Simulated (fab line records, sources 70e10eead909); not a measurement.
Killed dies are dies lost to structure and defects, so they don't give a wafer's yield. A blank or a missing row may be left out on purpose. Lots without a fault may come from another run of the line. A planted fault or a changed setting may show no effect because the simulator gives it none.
fab line records | flow nand_harc
record lots=6 wafers=18 last_day=33
route steps=1302 shown P_CONTACT@236
lots that met no fault: from a run of the same line without faults
start_h: hours from the record's first day to the start of the lot's first wafer shown | wait_h: hours since the lot's step before | " the same as in the row above | L1.1+2: a row that stands for several wafers | - no value, or no start given | * or withheld: withheld | < > ~ a bound
route shown NAME@n: a module of which the file shows steps, and the number in the route of the first | usual: mean/standard deviation of fault-free wafers | same: alike in all rows | chamber/n: place in a boat | sites: the reading at each site | _std_site: their standard deviation | _edge_site: outer sites' mean less inner sites' | radius_mm: how far each site lies from the wafer's centre | mask NAME#n: copy n | behind: the tool/chamber that last shaped the wafer | hold: why the lot was held/for how many hours/how that ended | device: the transistor (n, p or np) that didn't switch | end of line: the same wafers' tests at the end of the route | a step without rows: its recipe alone | killed: dies lost to structure and defects at the first sort, not the wafer's yield | map: a wafer's dies, x killed, . not, _ none there
set.NAME: the setting as run; set.NAME@STEP: as run at that earlier step | model.NAME: the simulator's own value behind a step, which no gauge read
lots at some steps of the route; a table a step, a row a wafer
services: from which hour (start_h, from the record's first day; less than 0 if before it) a tool's chamber was out of use, for how many hours, and why
## steps
# step NHARC_P_CONTACT_ETCH_35
# recipe target_depth_a=390 over_etch_frac=0.3 time_s=65 ion_energy_ev=80 cf4_flow_sccm=150 ar_flow_sccm=0 rf_w=300 bias_w=100 chemistry=CF4
# usual drypump_motor_current_A=5.8/0.59 oes_product_au=1.000/0.0086 rf_vpp_V=151.0/1.2 showerhead_plenum_p_Torr=1.75/0.074 throttle_valve_pct=13.284/0.0094
# same time_s=65
# columns lot.wafer tool chamber start_h wait_h drypump_motor_current_A oes_product_au rf_hours_counter_h rf_vpp_V showerhead_plenum_p_Torr throttle_valve_pct
L893.1 rie_diel-09 1 165.36 0.1 5.6 0.996 0.2 150.4 1.67 13.278
L893.4 " 3 " " 5.8 1.003 0.1 149.7 1.70 13.287
L893.5 " 2 " " 4.9 1.014 - 150.2 1.69 13.280
L899.3 rie_diel-08 2 228.39 0.1 6.2 1.008 1.8 149.5 1.68 13.271
L899.4 " 1 " " 5.1 0.996 1.9 152.6 1.86 13.283
L899.5 " 2 " " 6.2 1.005 - 150.6 1.68 13.290
L900.3 rie_diel-09 2 238.97 0.1 4.9 1.006 1.7 150.8 1.69 13.275
L900.2 " 3 " " 5.8 1.002 1.7 151.2 1.70 13.285
L900.1 " 0 " " 6.3 0.993 1.5 152.6 1.87 13.288
L904.2 rie_diel-11 3 278.67 0.1 5.1 1.023 0.2 151.0 1.73 13.271
L904.1 " 0 " " 5.7 1.015 0.2 148.7 1.72 13.274
L904.5 " 3 " " 5.2 0.995 - 150.3 1.73 13.291
L909.1 rie_diel-08 0 346.40 0.1 5.7 1.012 9.3 151.2 1.78 13.282
L909.2 " 2 " " 6.2 0.996 9.2 150.1 1.68 13.292
L909.3 " 3 " " 6.8 1.001 7.1 151.4 1.83 13.296
L910.1 rie_diel-09 0 355.91 0.1 6.3 0.988 0.4 152.6 1.87 13.289
L910.4 " 0 " " 6.3 0.989 - 151.1 1.87 13.283
L910.6 " 1 " " 5.6 0.992 - 149.9 1.67 13.280
# step NHARC_P_CONTACT_ETCH_36
# recipe target_depth_a=2600 over_etch_frac=0.25 time_s=406.25 ion_energy_ev=200 n2_flow_sccm=150 h2_flow_sccm=150 ar_flow_sccm=0 rf_w=400 bias_w=150 chemistry=N2/H2
# usual drypump_motor_current_A=5.8/0.56 oes_product_au=1.001/0.0087 rf_vpp_V=430.3/2.7 showerhead_plenum_p_Torr=2.03/0.096 throttle_valve_pct=14.172/0.0089
# same time_s=406.25
# columns lot.wafer tool chamber start_h wait_h drypump_motor_current_A oes_product_au rf_hours_counter_h rf_vpp_V showerhead_plenum_p_Torr throttle_valve_pct
L893.4 rie_diel-09 0 - - 6.3 1.008 0.2 434.0 2.17 14.182
L893.1 " 2 " " 4.9 1.002 0.2 429.2 1.94 14.176
L893.5 " 0 " " 6.2 1.011 - 435.3 2.17 14.170
L899.3 rie_diel-08 1 - - 5.2 0.998 1.9 434.2 2.16 14.170
L899.4 " 3 " " 6.8 0.997 1.9 433.4 2.12 14.146
L899.5 " 1 " " 5.2 0.996 - 433.4 2.16 14.188
L900.2 rie_diel-09 3 - - 5.8 1.004 1.8 428.9 1.95 14.165
L900.3 " 1 " " 5.6 0.998 1.9 426.5 1.92 14.172
L900.1 " 2 " " 4.9 1.004 1.8 427.1 1.94 14.164
L904.1 rie_diel-11 3 - - 5.1 1.004 0.3 428.6 1.98 14.166
L904.2 " 0 " " 5.7 0.991 0.3 428.0 1.98 14.169
L904.5 " 0 " " 5.7 0.999 - 430.2 1.98 14.155
L909.2 rie_diel-08 0 - - 5.7 0.994 9.4 430.6 2.05 14.177
L909.3 " 2 " " 6.2 0.992 9.2 428.1 1.92 14.171
L909.1 " 3 " " 6.8 0.996 7.2 433.1 2.12 14.185
L910.1 rie_diel-09 0 - - 6.3 0.990 0.5 433.5 2.17 14.169
L910.6 " 0 " " 6.3 0.988 - 434.5 2.17 14.165
L910.4 " 1 " " 5.6 0.989 - 426.8 1.92 14.181
# step NHARC_P_CONTACT_ETCH_18
# recipe target_depth_a=4810 time_s=240.5 c4f8_flow_sccm=20 o2_flow_sccm=10 ar_flow_sccm=withheld rf_w=600 bias_w=1500 chemistry=C4F8/O2/Ar
# usual oes_product_au=0.957/0.019 rf_vpp_V=977/6
# same time_s=240.5
# columns lot.wafer tool chamber start_h wait_h oes_product_au rf_hours_counter_h rf_vpp_V
L893.1 rie_diel-09 3 - - 0.971 0.3 972
L893.4 " 0 " " 0.965 0.4 986
L893.5 " 0 " " 0.966 - 987
L899.3 rie_diel-08 1 - - 0.942 2.1 987
L899.4 " 2 " " 0.942 2.0 972
L899.5 " 1 " " 0.943 - 985
L900.3 rie_diel-09 1 - - 0.961 2.0 970
L900.2 " 2 " " 0.948 1.9 971
L900.1 " 3 " " 0.959 2.0 972
L904.1 rie_diel-11 0 - - 0.962 0.5 974
L904.2 " 1 " " 0.960 0.3 968
L904.5 " 0 " " 0.969 - 975
L909.1 rie_diel-08 2 - - 0.919 9.3 971
L909.3 " 3 " " 0.924 7.2 983
L909.2 " 0 " " 0.932 9.6 980
L910.1 rie_diel-09 0 - - 0.910 0.7 986
L910.4 " 0 " " 0.913 - 986
L910.6 " 3 " " 0.923 - 973
# step NHARC_P_CONTACT_STRIP_37
# recipe c4f8_flow_sccm=withheld o2_flow_sccm=8 ar_flow_sccm=withheld bias_w=0 chemistry=C4F8/O2/Ar
# step NHARC_P_CONTACT_ETCH_31
# recipe target_depth_a=300 time_s=85.7 ion_energy_ev=120 over_etch_frac=1 ch3f_flow_sccm=50 o2_flow_sccm=30 ar_flow_sccm=200 rf_w=500 bias_w=100 chemistry=CH3F/O2
# usual drypump_motor_current_A=5.8/0.56 oes_product_au=0.975/0.016 rf_vpp_V=244.0/1.7 showerhead_plenum_p_Torr=2.44/0.11 throttle_valve_pct=20.663/0.0091
# same time_s=85.7
# columns lot.wafer tool chamber start_h wait_h drypump_motor_current_A oes_product_au rf_hours_counter_h rf_vpp_V showerhead_plenum_p_Torr throttle_valve_pct
L893.1 rie_diel-09 0 - - 6.3 0.983 0.5 247.3 2.61 20.667
L893.4 " 2 " " 4.9 0.988 0.4 242.8 2.34 20.658
L893.5 " 1 " " 5.6 0.959 - 242.1 2.32 20.648
L899.4 rie_diel-08 2 - - 6.2 0.973 2.1 241.8 2.33 20.648
L899.3 " 0 " " 5.7 0.979 2.2 245.9 2.48 20.650
L899.5 " 2 " " 6.2 0.969 - 242.0 2.33 20.667
L900.1 rie_diel-09 2 - - 4.9 0.985 2.0 243.6 2.34 20.664
L900.2 " 3 " " 5.8 0.977 2.0 243.5 2.36 20.674
L900.3 " 0 " " 6.3 0.981 1.9 244.9 2.61 20.659
L904.2 rie_diel-11 0 - - 5.8 0.979 0.6 243.5 2.39 20.664
L904.1 " 2 " " 5.0 0.997 0.3 244.6 2.44 20.667
L904.5 " 0 " " 5.7 0.991 - 241.7 2.39 20.659
L909.1 rie_diel-08 2 - - 6.2 0.951 9.4 243.3 2.32 20.654
L909.3 " 0 " " 5.7 0.962 9.6 243.1 2.48 20.665
L909.2 " 1 " " 5.2 0.952 10.0 247.2 2.59 20.661
L910.1 rie_diel-09 3 - - 5.8 0.956 0.8 242.7 2.36 20.668
L910.6 " 3 " " 5.9 0.964 - 244.3 2.36 20.671
L910.4 " 1 " " 5.6 0.962 - 243.7 2.32 20.666
# step NHARC_P_CONTACT_CD_MEAS_19
# usual cd_nm=90.6/1.6
# columns lot.wafer tool chamber start_h wait_h cd_nm
L893.1 cd_sem-01 - 166.15 - 91.1
L893.4 " - " " 91.0
L893.5 " - " " 89.7
L899.3 cd_sem-01 - 229.18 - 91.3
L899.4 " - " " 92.0
L899.5 " - " " 90.7
L900.1 cd_sem-01 - 239.76 - 90.7
L900.2 " - " " 89.6
L900.3 " - " " 89.2
L904.1 cd_sem-02 - 279.46 - 92.0
L904.2 " - " " 93.3
L904.5 " - " " 93.3
L909.1 cd_sem-03 - 347.64 - 90.3
L909.2 " - " " 92.3
L909.3 " - " " 87.8
L910.1 cd_sem-03 - 356.82 - 92.9
L910.4 " - " " 90.5
L910.6 " - " " 91.7
# step NHARC_P_CONTACT_STRIP_28
# recipe o2_flow_sccm=500 ar_flow_sccm=0 bias_w=0 chemistry=O2
# usual drypump_motor_current_A=5.6/0.49 oes_product_au=0.999/0.0095 rf_vpp_V=57.6/0.88 showerhead_plenum_p_Torr=3.45/0.12 throttle_valve_pct=17.038/0.0095
# columns lot.wafer tool chamber start_h wait_h drypump_motor_current_A oes_product_au rf_hours_counter_h rf_vpp_V showerhead_plenum_p_Torr throttle_valve_pct
L893.4 rie_diel-08 2 166.23 0.1 6.2 1.015 7.1 57.4 3.35 17.023
L893.1 " 0 " " 5.7 1.009 8.5 58.0 3.56 17.024
L893.5 " 3 " " 6.9 1.001 - 59.1 3.65 17.035
L899.4 rie_diel-11 2 229.26 0.1 5.1 0.993 3.6 57.1 3.51 17.049
L899.3 " 3 " " 5.2 0.985 3.5 58.0 3.44 17.038
L899.5 " 2 " " 5.1 0.990 - 55.6 3.51 17.036
L900.1 rie_diel-11 1 239.83 0.1 5.9 0.976 3.7 56.9 3.33 17.033
L900.3 " 2 " " 5.1 0.991 3.8 56.9 3.51 17.031
L900.2 " 3 " " 5.2 0.988 3.7 57.6 3.44 17.045
L904.2 rie_diel-08 1 279.56 0.1 5.2 0.997 5.6 58.1 3.71 17.027
L904.1 " 2 " " 6.2 1.000 5.2 58.5 3.35 17.043
L904.5 " 0 " " 5.7 1.003 - 58.9 3.55 17.033
L909.3 rie_diel-11 0 347.71 0.1 5.7 1.003 1.7 57.4 3.43 17.046
L909.2 " 1 " " 5.9 0.987 1.4 58.4 3.33 17.038
L909.1 " 2 " " 5.0 1.007 1.4 58.5 3.51 17.037
L910.1 rie_diel-11 0 356.92 0.1 5.8 1.002 1.8 58.3 3.43 17.043
L910.6 " 3 " " 5.1 0.999 - 56.8 3.44 17.038
L910.4 " 0 " " 5.7 1.011 - 58.3 3.43 17.038
# step NHARC_P_CONTACT_STRIP_29
# recipe time_s=1200 temp_c=72.5 chemistry=post_etch_residue_remover
# step NHARC_P_CONTACT_DEGAS_38
# recipe temp_c=300 time_s=60
# step NHARC_P_CONTACT_PRE_CLEAN_39
# recipe time_s=19.5 bias_v=250 gas=Ar
# step NHARC_P_CONTACT_PVD_32
# recipe target_thk_a=50 chamber_pressure_pa=5 power_w=5000 substrate_temp_c=200 time_s=17.7 material=Ti
# step NHARC_P_CONTACT_ALD_22
# recipe target_thk_a=30 pulse_time_s=1 ald_cycles=150 temp_c=450 material=TiN
# step NHARC_P_CONTACT_CVD_23
# recipe target_thk_a=2000 temp_c=300 pressure_torr=40 wf6_flow_sccm=40 h2_flow_sccm=1600 ar_flow_sccm=1560 time_s=557 material=W
# usual chamber_pressure_Torr=39.99/0.08 heater_power_w=488/40 mfc_wf6_sccm=39.99/0.12 susceptor_temp_C=299.99/0.21 throttle_valve_pct=8.17/0.24
# columns lot.wafer tool chamber start_h wait_h chamber_pressure_Torr heater_power_w mfc_wf6_sccm susceptor_temp_C throttle_valve_pct
L893.1 cvd_w-02 0 167.41 - 40.02 451 40.00 - 8.47
L893.4 " 0 " " 39.94 455 39.96 - 8.03
L893.5 " 0 " " 40.08 446 39.82 - 8.16
L899.3 cvd_w-02 0 230.51 - 39.98 448 39.85 299.88 8.34
L899.4 " 1 " " 39.89 461 40.06 300.04 8.20
L899.5 " 0 " " 39.91 447 39.84 299.99 8.33
L900.2 cvd_w-02 0 240.92 - 39.83 448 40.14 - 8.30
L900.1 " 1 " " 40.00 471 39.98 - 8.01
L900.3 " 0 " " 39.89 451 40.12 - 8.30
L904.1 cvd_w-01 1 280.63 - 40.04 556 40.01 300.16 8.00
L904.2 " 0 " " 39.96 520 39.89 300.46 8.77
L904.5 " 1 " " 39.91 558 39.99 300.01 8.10
L909.1 cvd_w-01 0 348.79 - 39.91 528 39.77 299.94 8.50
L909.2 " 1 " " 40.16 559 40.03 299.67 8.03
L909.3 " 1 " " 39.96 526 39.97 299.83 8.04
L910.1 cvd_w-02 1 358.17 - 39.99 454 39.93 - 8.10
L910.4 " 1 " " 39.92 451 40.00 - 7.72
L910.6 " 1 " " 39.95 446 39.91 - 7.91
# step NHARC_P_CONTACT_CMP_24
# recipe t_overpolish_s=30 target_thk_nm=200
# usual motor_current_A=11.7/0.93 overpolish_run_s=30.001/0.0094 slurry_flow_ml_min=150.0/0.49 time_to_endpoint_s=40/3.1
# columns lot.wafer tool chamber start_h wait_h motor_current_A overpolish_run_s slurry_flow_ml_min time_to_endpoint_s
L893.1 cmp-04 0 168.01 0.5 11.5 29.986 149.7 43
L893.4 " 1 " " 11.9 30.003 150.7 42
L893.5 " 3 " " 11.6 30.005 150.3 40
L899.4 cmp-01 2 230.99 0.3 11.5 30.008 149.5 21
L899.3 " 1 " " 10.9 30.013 150.0 38
L899.5 " 2 " " 12.3 29.994 150.0 36
L900.1 cmp-01 1 241.56 0.5 11.2 29.988 149.7 29
L900.2 " 3 " " 13.5 30.000 149.9 40
L900.3 " 0 " " 11.4 29.988 150.0 44
L904.1 cmp-04 2 281.33 0.6 11.1 30.002 150.7 40
L904.2 " 3 " " 11.6 30.004 150.5 43
L904.5 " 0 " " 10.7 30.003 149.4 46
L909.1 cmp-02 1 349.44 0.6 9.4 29.994 150.2 39
L909.3 " 2 " " 12.3 29.984 149.6 42
L909.2 " 3 " " 11.2 29.996 150.2 37
L910.1 cmp-02 1 358.73 0.5 9.9 30.016 150.3 37
L910.4 " 2 " " 12.1 29.994 149.5 41
L910.6 " 1 " " 10.1 30.004 150.1 35
## services
# columns tool chamber start_h hours kind
rie_diel-09 - 143.10 9.0 pm
rie_diel-09 - 155.61 1.0 repair
cmp-02 - 158.13 0.4 repair
cmp-04 - 159.47 5.9 repair
cvd_w-01 - 164.99 1.1 repair
cmp-04 - 169.69 0.5 repair
cvd_w-01 - 185.00 13.0 pm
cmp-01 - 185.50 4.0 pm
rie_diel-08 - 190.94 9.0 pm
rie_diel-09 1 198.21 2.8 repair
rie_diel-09 - 201.55 0.5 repair
rie_diel-09 0 203.44 6.9 repair
cmp-04 - 209.60 4.0 pm
rie_diel-08 3 237.34 8.9 repair
rie_diel-08 3 250.95 9.5 repair
rie_diel-11 - 255.50 9.0 pm
rie_diel-08 0 259.11 1.2 repair
cvd_w-02 - 269.00 13.0 pm
rie_diel-09 - 320.10 9.0 pm
rie_diel-08 3 330.01 16.1 repair
rie_diel-11 - 337.29 4.5 repair
rie_diel-11 2 348.45 10.5 repair
rie_diel-09 2 352.63 8.0 repair
rie_diel-09 3 354.28 1.4 repair
## key
first_sign step=NHARC_P_CONTACT_CMP_24 reading=time_to_endpoint_s direction=down sigmas=4.8 usual=* struck=*
effect none on later readings
met_at NHARC_P_CONTACT_CVD_23
struck_wafers L899.4,L900.1
tester_left_out L899,L900
fault kind=process_parameter_drift tool=cvd_w-02 chamber=1 onset_h=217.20 steps=NHARC_P_CONTACT_CVD_23 channel=target_thk_a offset=* shape=step end_h=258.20 acts_in=* stated=*
# tester_left_out: of these lots the tester's yield and bins aren't shown, on N5 and GAA mostly nor the transistor test; their killed dies are dies lost to structure and defects alone, not to doping, threshold or leakage, so they don't give the yield
